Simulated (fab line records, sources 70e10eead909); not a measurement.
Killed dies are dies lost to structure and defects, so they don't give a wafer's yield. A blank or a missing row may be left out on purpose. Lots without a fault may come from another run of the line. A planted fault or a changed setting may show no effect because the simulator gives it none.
Chamber matching | flow nand_harc | NHARC_A_CONTACT_DEP_58 on pecvd-01: 3 sister chambers
The step deposits SiON, target thk 90 nm. 30 wafers are shown with their chamber, then 12 later ones without.

WAFERS WITH THEIR CHAMBER
wafer  | chamber | heater_power_w (W)
L078.4 | 0       | 697
L078.5 | 2       | 694
L078.6 | 1       | 634
L077.1 | 1       | 778
L077.3 | 0       | 791
L077.6 | 1       | 727
L079.1 | 0       | 691
L079.3 | 1       | 768
L079.5 | 1       | 755
L079.2 | 2       | 735
L079.4 | 2       | 731
L079.6 | 0       | 703
L082.2 | 2       | 658
L082.5 | 0       | 743
L082.6 | 2       | 649
L085.2 | 2       | 693
L085.3 | 0       | 715
L085.5 | 0       | 721
L086.1 | 0       | 842
L086.2 | 2       | 728
L086.6 | 1       | 761
L089.2 | 2       | 733
L089.4 | 2       | 730
L089.5 | 1       | 727
L091.1 | 1       | 695
L091.3 | 2       | 743
L091.5 | 1       | 718
L090.1 | 2       | 721
L090.5 | 0       | 821
L090.6 | 2       | 717

SIGNATURES (means of the wafers above)
reading        | chamber 0 | chamber 1 | chamber 2 | scatter within a chamber
heater_power_w | 747.11    | 729.22    | 711.00    | 44
Rule: a wafer's distance from a chamber is the root of the sum, over the readings, of the square of ((its reading less the chamber's mean) divided by the reading's scatter). The wafer belongs to the nearest chamber; if the next one is less than 2 further off, it can't be placed. The scatter: the root of (the sum of the squares of (reading less its chamber's mean) over the shown wafers, divided by (wafers less chambers)).

WAFERS WITHOUT THEIR CHAMBER
wafer  | heater_power_w (W)
L088.1 | 644
L088.2 | 782
L088.3 | 663
L088.4 | 652
L088.5 | 668
L088.6 | 828
L094.2 | 629
L094.4 | 730
L094.6 | 775
L096.1 | 769
L096.4 | 791
L096.5 | 675

WHICH CHAMBER EACH WENT THROUGH
wafer  | from the rows above          | in truth
L088.1 | can't be placed: 2 or 1 or 0 | 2
L088.2 | can't be placed: 0 or 1 or 2 | 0
L088.3 | can't be placed: 2 or 1 or 0 | 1
L088.4 | can't be placed: 2 or 1 or 0 | 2
L088.5 | can't be placed: 2 or 1 or 0 | 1
L088.6 | can't be placed: 0 or 1 or 2 | 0
L094.2 | can't be placed: 2 or 1 or 0 | 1
L094.4 | can't be placed: 1 or 0 or 2 | 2
L094.6 | can't be placed: 0 or 1 or 2 | 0
L096.1 | can't be placed: 0 or 1 or 2 | 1
L096.4 | can't be placed: 0 or 1 or 2 | 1
L096.5 | can't be placed: 2 or 1 or 0 | 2
Placed correctly: 0 of 12. Can't be placed from these rows: 12 (the true chamber is among the candidates in 12). Placed wrongly: 0.
